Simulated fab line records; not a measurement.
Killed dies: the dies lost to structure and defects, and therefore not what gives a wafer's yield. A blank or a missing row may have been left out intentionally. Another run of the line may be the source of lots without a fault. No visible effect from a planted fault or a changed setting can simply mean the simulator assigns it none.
Matching of chambers    flow nand_harc    ald_hk-03 running NHARC_A_CHANNEL_FILL_D1_ALD_25: 4 sister chambers
The step deposits SiOx, target thk 60 nm, pulse time 10 s, ald cycles 600. 16 wafers are shown with their chamber, then 8 later ones without.

== WAFERS, EACH WITH ITS CHAMBER ==
wafer   chamber  heater_power_outer_w (W)  heater_power_w (W)  precursor_pulse_height_rel
L077.2  1        247                       480                 0.998
L077.3  0        248                       403                 1.001
L077.6  0        247                       409                 1.040
L079.1  3        313                       512                 0.954
L079.5  3        306                       512                 1.004
L079.6  0        247                       404                 0.992
L080.4  2        273                       468                 0.988
L080.5  3        313                       508                 1.017
L080.6  0        246                       408                 0.960
L084.3  2        268                       463                 0.987
L084.4  0        240                       415                 0.985
L084.6  2        272                       471                 0.981
L085.3  1        243                       496                 1.038
L085.2  3        306                       501                 1.019
L085.6  1        253                       500                 0.971
L088.4  3        308                       496                 1.014

SIGNATURES (averages over the wafers above)
reading                     chamber 0  chamber 1  chamber 2  chamber 3  scatter within a chamber
heater_power_outer_w        245.60     247.67     271.00     309.20     3.61
heater_power_w              407.80     492.00     467.33     505.80     6.76
precursor_pulse_height_rel  0.99560    1.00233    0.98533    1.00160    0.0269
Rule: a wafer lies at a distance from a chamber equal to the root of the sum of squares, over the readings, of (its reading less the chamber's mean, divided by the reading's scatter). If the next closest chamber is less than 2 further off than the closest, the wafer can't be placed; otherwise it belongs to the closest. The scatter is the square root of a quotient: the sum, over the shown wafers, of each reading's squared deviation from its chamber's mean, divided by wafers minus chambers.

== WAFERS WITHOUT THEIR CHAMBER ==
wafer   heater_power_outer_w (W)  heater_power_w (W)  precursor_pulse_height_rel
L088.2  268                       458                 0.987
L088.5  311                       523                 0.977
L091.4  248                       415                 0.994
L091.5  252                       491                 0.980
L091.6  245                       395                 1.013
L097.1  273                       533                 0.982
L097.3  267                       441                 0.973
L097.6  256                       432                 0.999

== WHICH CHAMBER EACH WENT THROUGH ==
wafer    from the rows above            in truth
L088.2   2                              2
L088.5   3                              3
L091.4   0                              0
L091.5   1                              1
L091.6   0                              0
L097.1   can't be placed: 1 or 2 or 3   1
L097.3   2                              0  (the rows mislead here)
L097.6   0                              0
6 of 8 placed correctly. From these rows, 1 cannot be placed; in 1 the true chamber is one of the candidates. Placed wrongly: 1.
